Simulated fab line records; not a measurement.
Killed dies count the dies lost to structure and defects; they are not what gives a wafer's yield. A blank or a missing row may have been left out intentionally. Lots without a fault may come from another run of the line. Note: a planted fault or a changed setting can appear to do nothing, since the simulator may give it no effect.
Struck lot and sound lot, side by side || flow nandHarc || 13 out of 1159 route steps
Sound: the wafers L732.1, L732.4, L732.5. Struck: wafers L725.1, L725.2, L725.6. Last of all comes the cause.
Order at every step that has rows: each side's tool, ch and its chambers, its first start. Under that, the readings that differ: sound wafers || struck wafers || difference of the means || sigmas: that difference in standard deviations of wafers without a fault.
alike: words and numbers the same on both sides, and readings whose means are apart by under 2 such deviations; not compared: readings that were withheld, readings missing a value for some wafer, numbers with overlapping values and no deviation given by the record, and bounds like >300 which may hide the same value.
A row with sigmas, a row that says differs or no value, or rows on one side alone: a step with any of these is where the two part. Numbers that don't overlap but have no deviation are shown without sigmas and don't part them. Lack of a reading on every wafer of one side parts them only where that side has two or more wafers.

NHARC_A_WL_FILL_ALD_02: deposits TiN, target thk 2 nm, pulse time 3 s, ald cycles 100.
  sound on aldMetal-03 ch 1,2,3, day 19 14:57; struck on aldMetal-03 ch 0,2,3, day 18 01:23
  alike: heaterPowerOuterW, heaterPowerW, precursorPulseHeightRel
NHARC_A_WL_FILL_CVD_03: deposits W, target thk 40 nm, time 3302 s.
  sound on cvdW-02 ch 0,1, day 19 20:41; struck on cvdW-01 ch 0,1, day 18 03:04
  alike: heaterPowerOuterW, heaterPowerW, throttleValvePct
NHARC_A_WL_FILL_ETCHBACK_04: etches the open film in NF3, target depth 60 nm, time 120 s.
  sound on rieMetal-01 ch 0,1, day 19 23:32; struck on rieMetal-03 ch 0,1, day 18 06:23
  alike: chamberPressureMTorr, drypumpMotorCurrentA, oesProductAu
  not compared: rfHoursCounterH
NHARC_A_WL_FILL_ETCHBACK_05: etches the open film in Cl2/BCl3, target depth 22 nm, time 60 s.
  sound on rieMetal-01 ch 0,1, day 19 23:46; struck on rieMetal-03 ch 0,1, day 18 06:37
  alike: chamberPressureMTorr, drypumpMotorCurrentA, oesProductAu
  not compared: rfHoursCounterH
then, 6 steps without rows for these wafers: NHARC_A_WL_FILL_STRIP_27 (strips in N2/H2, time 20 s); NHARC_A_WL_FILL_STRIP_28 (strips in post etch residue remover, time 1200 s); NHARC_A_WL_FILL_PRECLEAN_06 (cleans in DIW, time 300 s); NHARC_A_WL_FILL_SRD_07; NHARC_A_WL_FILL_ANNEAL_08 (time 1800 s); NHARC_A_WL_FILL_ALD_10 (deposits SiO2, target thk 50 nm, pulse time 10 s, ald cycles 500).
NHARC_A_WL_FILL_ETCHBACK_16: etches the open film in C4F8/O2/Ar, target depth 88 nm, time 17.6 s.
  sound on rieDiel-07 ch 0,3, day 20 09:20; struck on rieDiel-12 ch 0,2, day 18 19:43
  no value came back on the struck wafers for biasW (W), chamberPressureMTorr (mTorr), oesProductAu (a.u.), rfVppV (V); on the sound wafers biasW (W) reads 801.9 799.9 798.3
  not compared: rfHoursCounterH
NHARC_A_WL_FILL_STRIP_29: strips in O2, time 20 s.
  sound on rieDiel-07 ch 0,1,2, day 20 09:26; struck on rieDiel-12 ch 0,1,2, day 18 19:50
  alike: chamberPressureMTorr, drypumpMotorCurrentA, oesProductAu, rfVppV, showerheadPlenumPTorr, throttleValvePct
  not compared: rfHoursCounterH
-- jump in the record: it breaks off in module A_WL_FILL and resumes in module END (first step shown: number 1159 of the route), and 4 days separate the struck wafers' starts before and after --
NHARC_END_SORT_01:
  only the struck wafers appear in the record here, on prober-01 ch 0 at day 22 11:11; the sound ones have no rows

WHERE THEY PART
Last at NHARC_END_SORT_01 as far as this record goes, first at NHARC_A_WL_FILL_ETCHBACK_16.

WHY: the cause the simulator had injected
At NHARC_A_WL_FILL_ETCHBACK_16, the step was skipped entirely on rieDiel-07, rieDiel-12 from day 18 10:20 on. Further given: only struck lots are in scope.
